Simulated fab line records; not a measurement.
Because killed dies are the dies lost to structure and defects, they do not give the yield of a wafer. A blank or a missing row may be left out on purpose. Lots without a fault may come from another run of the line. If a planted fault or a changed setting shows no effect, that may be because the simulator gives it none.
Matching of chambers | flow n5Finfet | N5_SD_EPI_N_ETCH_35 on rieDiel-05: 4 sister chambers
The step etches SOC in N2/H2, overetch 108 nm, time 486 s. 14 wafers are shown with their chamber, then 7 later ones without.

WAFERS WITH THEIR CHAMBER
wafer  | chamber | showerheadPlenumPTorr (Torr) | throttleValvePct (%) | drypumpMotorCurrentA (A)
L075.3 | 1       | 2.53                         | 24.0                 | 6.1
L075.5 | 0       | 2.44                         | 23.8                 | 5.1
L075.6 | 3       | 2.38                         | 23.4                 | 5.4
L076.1 | 1       | 2.53                         | 24.0                 | 6.1
L076.4 | 3       | 2.38                         | 23.4                 | 5.4
L076.5 | 2       | 2.59                         | 23.3                 | 5.3
L082.2 | 3       | 2.38                         | 23.4                 | 5.4
L082.4 | 1       | 2.53                         | 24.0                 | 6.2
L082.5 | 0       | 2.43                         | 23.9                 | 5.2
L086.2 | 0       | 2.43                         | 23.9                 | 5.1
L086.4 | 1       | 2.53                         | 24.0                 | 6.2
L086.6 | 1       | 2.53                         | 24.0                 | 6.2
L090.1 | 0       | 2.43                         | 23.9                 | 5.1
L090.3 | 3       | 2.37                         | 23.4                 | 5.5

SIGNATURES, as means of the wafers listed above
reading               | chamber 0 | chamber 1 | chamber 2 | chamber 3 | scatter within a chamber
showerheadPlenumPTorr | 2.4325    | 2.5300    | 2.5900    | 2.3775    | 0.00387
throttleValvePct      | 23.875    | 24.000    | 23.300    | 23.400    | 0.0274
drypumpMotorCurrentA  | 5.125     | 6.160     | 5.300     | 5.425     | 0.052
Rule: a wafer lies at a distance from a chamber equal to the root of the sum of squares, over the readings, of (its reading less the chamber's mean, divided by the reading's scatter). The wafer belongs to the nearest chamber; if the next one is less than 2 further off, it can't be placed. How the scatter is found: for the shown wafers, subtract from each reading the mean of its chamber, square and add these, divide the total by (wafers less chambers), then take the root.

WAFERS WHOSE CHAMBER IS MISSING
wafer  | showerheadPlenumPTorr (Torr) | throttleValvePct (%) | drypumpMotorCurrentA (A)
L090.5 | 2.52                         | 24.0                 | 6.2
L095.2 | 2.52                         | 24.0                 | 6.2
L095.4 | 2.57                         | 23.3                 | 5.3
L095.5 | 2.52                         | 24.0                 | 6.1
L096.2 | 2.52                         | 24.0                 | 6.2
L096.3 | 2.42                         | 23.9                 | 5.1
L096.4 | 2.57                         | 23.3                 | 5.3

THE CHAMBER EACH PASSED THROUGH
wafer  | from the rows above | in truth
L090.5 | 1                   | 1
L095.2 | 1                   | 1
L095.4 | 2                   | 2
L095.5 | 1                   | 1
L096.2 | 1                   | 1
L096.3 | 0                   | 0
L096.4 | 2                   | 2
Placed correctly: 7 of 7. Can't be placed from these rows: 0. Placed wrongly: 0.
